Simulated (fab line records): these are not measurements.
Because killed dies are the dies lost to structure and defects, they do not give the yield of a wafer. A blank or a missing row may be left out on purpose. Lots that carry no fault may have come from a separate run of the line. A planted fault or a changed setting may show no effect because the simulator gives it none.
A lot that was struck, set against a sound lot / flow n5 finfet / 28 steps out of a route of 1938
Sound: these wafers, L945.1, L945.5, L945.6. The struck wafers were L949.1, L949.2, L949.3. Last of all comes the cause.
At each step with rows: each side's tool, then ch and its chambers, then its first start. Under that, the readings that differ: sound wafers / struck wafers / difference of the means / sigmas: that difference in standard deviations of wafers without a fault.
alike: readings with means less than 2 such deviations apart, plus words and numbers identical on both sides. not compared: withheld readings, readings lacking a value on some wafer, bounds such as >300 that could conceal the same value, and numbers that have no deviation in the record and whose values overlap.
The two part at a step that has a row with sigmas, a row that says differs or no value, or rows on one side only. Non-overlapping numbers with no deviation appear without sigmas and do not part them. A reading missing from all wafers of one side parts the sides only when that side holds two or more wafers.

first, 9 steps without rows for these wafers: N5_BEOL_M0_SAQP_COAT_34 (resist thk 30 nm); N5_BEOL_M0_SAQP_EBR_36; N5_BEOL_M0_SAQP_SOFTBAKE_35 (time 60 s); N5_BEOL_M0_SAQP_EXPOSE_37 (exposes mask M0 CUT1, target cd 30 nm); N5_BEOL_M0_SAQP_PEB_38 (peb time 60 s); N5_BEOL_M0_SAQP_DEVELOP_39 (develop time 30 s); N5_BEOL_M0_SAQP_DESCUM_45 (chemistry O2, time 7 s); N5_BEOL_M0_SAQP_ETCH_88 (etches underlayer in N2/H2, target depth 6.5 nm, time 5.2 s); N5_BEOL_M0_SAQP_ETCH_73 (etches SiARC in CF4, target depth 19.5 nm, time 32.5 s).
N5_BEOL_M0_SAQP_CUT_ETCH_46: etches SOC in N2/H2, target depth 135 nm, overetch 27 nm, time 202.5 s.
  sound on rie diel-02 ch 1,2, day 6 22:59; struck on rie diel-02 ch 0,1,2, day 8 00:44
reading=model.SiARC_of_BEOL_M0_SAQP_COAT_72.thk nm (nm); sound=4.8 5 4.6; struck=0 0 0; difference=-5; sigmas=
reading=model.BEOL_M0_SAQP.cd nm (nm); sound=29.8 30 29.8; struck=34 34.4 34; difference=+4; sigmas=
reading=model.SOC_of_BEOL_M0_SAQP_COAT_69.thk nm (nm); sound=90.4 90.2 90.4; struck=88.4 88.8 86.4; difference=-2.5; sigmas=
  alike: bias w, drypump motor current A, rf vpp V, showerhead plenum p Torr, temp c, throttle valve pct
  not compared: rf hours counter h
then, 3 steps without rows for these wafers: N5_BEOL_M0_SAQP_STRIP_74 (strips in N2/H2); N5_BEOL_M0_SAQP_STRIP_89 (strips in N2/H2); N5_BEOL_M0_SAQP_ALD_48 (deposits SiO2, target thk 20 nm, pulse time 1 s, co reactant pulse time 1 s).
N5_BEOL_M0_SAQP_ETCH_49: etches SiO2 in CF4/O2, target depth 37 nm.
  sound on rie diel-04 ch 1,2, day 6 23:43; struck on rie diel-04 ch 0,1,3, day 8 01:28
reading=model.BEOL_M0_SAQP.cd nm (nm); sound=30 29.8 30; struck=34 34.2 34; difference=+4; sigmas=
reading=model.SOC_of_BEOL_M0_SAQP_COAT_69.thk nm (nm); sound=71.4 71 71.4; struck=69.4 69.4 66.8; difference=-2.7; sigmas=
  alike: bias w, drypump motor current A, oes_o_777_au, oes product au, rf vpp V, showerhead plenum p Torr, throttle valve pct
  not compared: rf hours counter h
then, 10 steps without rows for these wafers: N5_BEOL_M0_SAQP_STRIP_75 (strips in CF4); N5_BEOL_M0_CUTY_COAT_50 (time 60 s, resist thk 15 nm); N5_BEOL_M0_CUTY_COAT_51 (resist thk 150 nm); N5_BEOL_M0_CUTY_EBR_52; N5_BEOL_M0_CUTY_SOFTBAKE_53 (time 60 s); N5_BEOL_M0_CUTY_EXPOSE_54 (exposes mask M0 ABLK); N5_BEOL_M0_CUTY_PEB_55 (peb time 60 s); N5_BEOL_M0_CUTY_DEVELOP_56 (develop time 30 s); N5_BEOL_M0_CUTY_DESCUM_61 (chemistry O2, time 7.9 s); N5_BEOL_M0_CUTY_ETCH_62 (etches SiARC in CF4, time 58.5 s).
N5_BEOL_M0_CUTY_ETCH_63: etches SOC in N2/H2, target depth 82.7 nm, overetch 16.5 nm, time 124 s.
  sound on rie diel-01 ch 2,3, day 7 01:28; struck on rie diel-05 ch 1,2,3, day 8 02:00
reading=drypump motor current A (A); sound=4.9 4.9 5.6; struck=5.8 6.3 5.9; difference=+0.9; sigmas=+2
reading=model.etch.depth nm (nm); sound=71.48 71.06 71.35; struck=69.32 69.38 66.7; difference=-2.83; sigmas=
  alike: bias w, oes product au, rf vpp V, showerhead plenum p Torr, temp c, throttle valve pct
  not compared: rf hours counter h
then, 1 step without rows for these wafers: N5_BEOL_M0_CUTY_STRIP_64 (strips in N2/H2).
-- here the record skips 3 days between the struck wafers' starts before and after, leaving off in module BEOL_M0_CUTY and picking up in module BEOL_M4 (first step shown: number 1111 of the route) --
N5_BEOL_M4_RC_MEAS_101:
  sound on prober-02 ch 0, day 9 14:11; struck on prober-01 ch 0, day 10 14:05
  alike: DIBL_N, DIBL_P, IOFF_N, IOFF_P, ION_N, ION_P, SS_N, SS_P, VT_N, VT_P
-- here the record skips 5 days between the struck wafers' starts before and after, leaving off in module BEOL_M4 and picking up in module PASSIVATION (first step shown: number 1936 of the route) --
N5_PASSIVATION_PROBE_49:
  sound on prober-02, day 14 03:49; struck on prober-02, day 15 13:46
reading=killed at contacts; sound=19 15 13; struck=4; difference=-12; sigmas=-2
reading=killed short; sound=24 25 27; struck=42; difference=+17; sigmas=+2
  alike: defect limited yield, killed_at_M0_to_M3, killed_at_M4_up, killed at front end, killed at other, killed dies, killed open, sort_bin_5_function, sort_bin_6_memory, sort n pass, sort yield pct

## WHERE THEY PART
First at N5_BEOL_M0_CUTY_ETCH_63; last, within this record, at N5_PASSIVATION_PROBE_49.

WHY: what the simulator had put in
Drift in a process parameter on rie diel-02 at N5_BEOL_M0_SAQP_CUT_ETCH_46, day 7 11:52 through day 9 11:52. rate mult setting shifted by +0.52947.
